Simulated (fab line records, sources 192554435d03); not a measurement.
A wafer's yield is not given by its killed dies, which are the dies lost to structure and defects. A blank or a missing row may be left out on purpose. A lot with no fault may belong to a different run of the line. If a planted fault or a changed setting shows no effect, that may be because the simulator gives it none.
Chamber matching | flow n5-finfet | N5_FIN_SAQP_MANDREL2_REMOVE_60 on rie-si-02: 4 sister chambers
The step chemistry HBr/Cl2/O2, target a-Si, stops on SiNx, bt time 10 s. 8 wafers are shown with their chamber, then 12 later ones without.

== WAFERS WITH THEIR CHAMBER ==
wafer  | chamber | throttle-valve-pct (%) | drypump-motor-current-A (A)
L084.1 | 1       | 36.95                  | 5.6
L089.2 | 0       | 36.47                  | 6.3
L091.1 | 3       | 36.76                  | 6.3
L091.2 | 1       | 36.94                  | 5.7
L091.3 | 0       | 36.45                  | 6.3
L091.4 | 2       | 36.49                  | 5.9
L091.5 | 2       | 36.49                  | 5.9
L091.6 | 3       | 36.75                  | 6.3

== WAFERS WHOSE CHAMBER IS MISSING ==
wafer  | throttle-valve-pct (%) | drypump-motor-current-A (A)
L092.1 | 36.48                  | 5.9
L092.2 | 36.75                  | 6.4
L092.3 | 36.45                  | 6.3
L092.4 | 36.93                  | 5.6
L092.5 | 36.50                  | 5.9
L092.6 | 36.93                  | 5.7
L093.3 | 36.50                  | 5.9
L093.5 | 36.46                  | 6.3
L093.6 | 36.95                  | 5.7
L094.2 | 36.49                  | 5.9
L094.5 | 36.46                  | 6.3
L094.6 | 36.76                  | 6.3

== THE CHAMBER EACH PASSED THROUGH ==
wafer  | from the rows above | in truth
L092.1 | 2                   | 2
L092.2 | 3                   | 3
L092.3 | 0                   | 0
L092.4 | 1                   | 1
L092.5 | 2                   | 2
L092.6 | 1                   | 1
L093.3 | 2                   | 2
L093.5 | 0                   | 0
L093.6 | 1                   | 1
L094.2 | 2                   | 2
L094.5 | 0                   | 0
L094.6 | 3                   | 3
Correct placement for 12 of the 12. Left unplaced by these rows: 0. 0 placed wrongly.
How it was worked out, from the rows above alone: a wafer's distance from a chamber is the root of the sum, over the readings, of the square of ((its reading less the chamber's mean) divided by the reading's scatter). If the next closest chamber is less than 2 further off than the closest, the wafer can't be placed; otherwise it belongs to the closest. Each chamber's mean is taken over the wafers shown for it. The scatter: the root of (the sum of the squares of (reading less its chamber's mean) over the shown wafers, divided by (wafers less chambers)).
